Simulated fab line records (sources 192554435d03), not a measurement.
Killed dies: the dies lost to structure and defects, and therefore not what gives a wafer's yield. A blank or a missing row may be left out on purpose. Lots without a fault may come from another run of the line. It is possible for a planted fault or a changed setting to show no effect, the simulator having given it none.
Matching of chambers :: flow n5Finfet :: N5_BEOL_M11_ALD_74 on aldMetal-03: 4 sister chambers
The step deposits TaN, target thk 2 nm, pulse time 2 s, purge time 3 s. 24 wafers are shown with their chamber, then 12 later ones without.

== WAFERS PAIRED WITH THEIR CHAMBERS ==
wafer: L075.3
chamber: 3
heaterPowerW (W): 419
mfcCarrierSccm (sccm): 1489

wafer: L075.5
chamber: 2
heaterPowerW (W): 437
mfcCarrierSccm (sccm): 1501

wafer: L075.6
chamber: 1
heaterPowerW (W): 435
mfcCarrierSccm (sccm): 1493

wafer: L079.2
chamber: 0
heaterPowerW (W): 491
mfcCarrierSccm (sccm): 1503

wafer: L079.3
chamber: 2
heaterPowerW (W): 449
mfcCarrierSccm (sccm): 1504

wafer: L079.4
chamber: 1
heaterPowerW (W): 449
mfcCarrierSccm (sccm): 1495

wafer: L083.3
chamber: 3
heaterPowerW (W): 422
mfcCarrierSccm (sccm): 1495

wafer: L083.4
chamber: 2
heaterPowerW (W): 436
mfcCarrierSccm (sccm): 1495

wafer: L083.5
chamber: 0
heaterPowerW (W): 515
mfcCarrierSccm (sccm): 1502

wafer: L084.2
chamber: 2
heaterPowerW (W): 440
mfcCarrierSccm (sccm): 1509

wafer: L084.4
chamber: 0
heaterPowerW (W): 491
mfcCarrierSccm (sccm): 1504

wafer: L084.6
chamber: 3
heaterPowerW (W): 431
mfcCarrierSccm (sccm): 1505

wafer: L082.2
chamber: 0
heaterPowerW (W): 488
mfcCarrierSccm (sccm): 1500

wafer: L082.5
chamber: 0
heaterPowerW (W): 499
mfcCarrierSccm (sccm): 1500

wafer: L082.6
chamber: 2
heaterPowerW (W): 441
mfcCarrierSccm (sccm): 1495

wafer: L085.1
chamber: 2
heaterPowerW (W): 440
mfcCarrierSccm (sccm): 1497

wafer: L085.2
chamber: 0
heaterPowerW (W): 498
mfcCarrierSccm (sccm): 1500

wafer: L085.6
chamber: 0
heaterPowerW (W): 503
mfcCarrierSccm (sccm): 1507

wafer: L087.1
chamber: 2
heaterPowerW (W): 445
mfcCarrierSccm (sccm): 1497

wafer: L087.5
chamber: 3
heaterPowerW (W): 441
mfcCarrierSccm (sccm): 1491

wafer: L087.6
chamber: 0
heaterPowerW (W): 501
mfcCarrierSccm (sccm): 1498

wafer: L088.1
chamber: 2
heaterPowerW (W): 443
mfcCarrierSccm (sccm): 1499

wafer: L088.2
chamber: 1
heaterPowerW (W): 459
mfcCarrierSccm (sccm): 1498

wafer: L088.3
chamber: 3
heaterPowerW (W): 424
mfcCarrierSccm (sccm): 1497

SIGNATURES, as means of the wafers listed above
reading: heaterPowerW
chamber 0: 498.25
chamber 1: 447.67
chamber 2: 441.38
chamber 3: 427.40
scatter within a chamber: 7.9

reading: mfcCarrierSccm
chamber 0: 1501.75
chamber 1: 1495.33
chamber 2: 1499.62
chamber 3: 1495.40
scatter within a chamber: 4.42
Rule: for each reading, subtract the chamber's mean from the wafer's reading, divide by that reading's scatter and square the result; add these up over the readings and take the root, which gives the wafer's distance from the chamber. If the next closest chamber is less than 2 further off than the closest, the wafer can't be placed; otherwise it belongs to the closest. The scatter: take each reading less its chamber's mean, square it, sum over the shown wafers, divide by the number of wafers less the number of chambers, and take the root.

== WAFERS WITHOUT THEIR CHAMBER ==
wafer: L092.2
heaterPowerW (W): 449
mfcCarrierSccm (sccm): 1495

wafer: L092.3
heaterPowerW (W): 490
mfcCarrierSccm (sccm): 1500

wafer: L092.4
heaterPowerW (W): 436
mfcCarrierSccm (sccm): 1501

wafer: L090.2
heaterPowerW (W): 439
mfcCarrierSccm (sccm): 1501

wafer: L090.3
heaterPowerW (W): 496
mfcCarrierSccm (sccm): 1509

wafer: L090.6
heaterPowerW (W): 423
mfcCarrierSccm (sccm): 1503

wafer: L093.1
heaterPowerW (W): 438
mfcCarrierSccm (sccm): 1500

wafer: L093.2
heaterPowerW (W): 436
mfcCarrierSccm (sccm): 1493

wafer: L093.5
heaterPowerW (W): 433
mfcCarrierSccm (sccm): 1496

wafer: L096.1
heaterPowerW (W): 444
mfcCarrierSccm (sccm): 1509

wafer: L096.3
heaterPowerW (W): 451
mfcCarrierSccm (sccm): 1499

wafer: L096.4
heaterPowerW (W): 431
mfcCarrierSccm (sccm): 1498

== EACH ONE'S CHAMBER ==
wafer: L092.2
from the rows above: can't be placed: 1 or 2
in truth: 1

wafer: L092.3
from the rows above: 0
in truth: 0

wafer: L092.4
from the rows above: can't be placed: 2 or 3 or 1
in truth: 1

wafer: L090.2
from the rows above: can't be placed: 2 or 1 or 3
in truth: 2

wafer: L090.3
from the rows above: 0
in truth: 0

wafer: L090.6
from the rows above: can't be placed: 3 or 2 or 1
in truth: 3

wafer: L093.1
from the rows above: can't be placed: 2 or 1 or 3
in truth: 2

wafer: L093.2
from the rows above: can't be placed: 3 or 1 or 2
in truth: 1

wafer: L093.5
from the rows above: can't be placed: 3 or 2 or 1
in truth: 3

wafer: L096.1
from the rows above: can't be placed: 2 or 1 or 3
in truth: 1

wafer: L096.3
from the rows above: can't be placed: 1 or 2
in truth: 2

wafer: L096.4
from the rows above: can't be placed: 3 or 2 or 1
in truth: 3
Correctly placed: 2 of 12. From these rows, 10 cannot be placed; in 10 the true chamber is one of the candidates. Placed wrongly: 0.
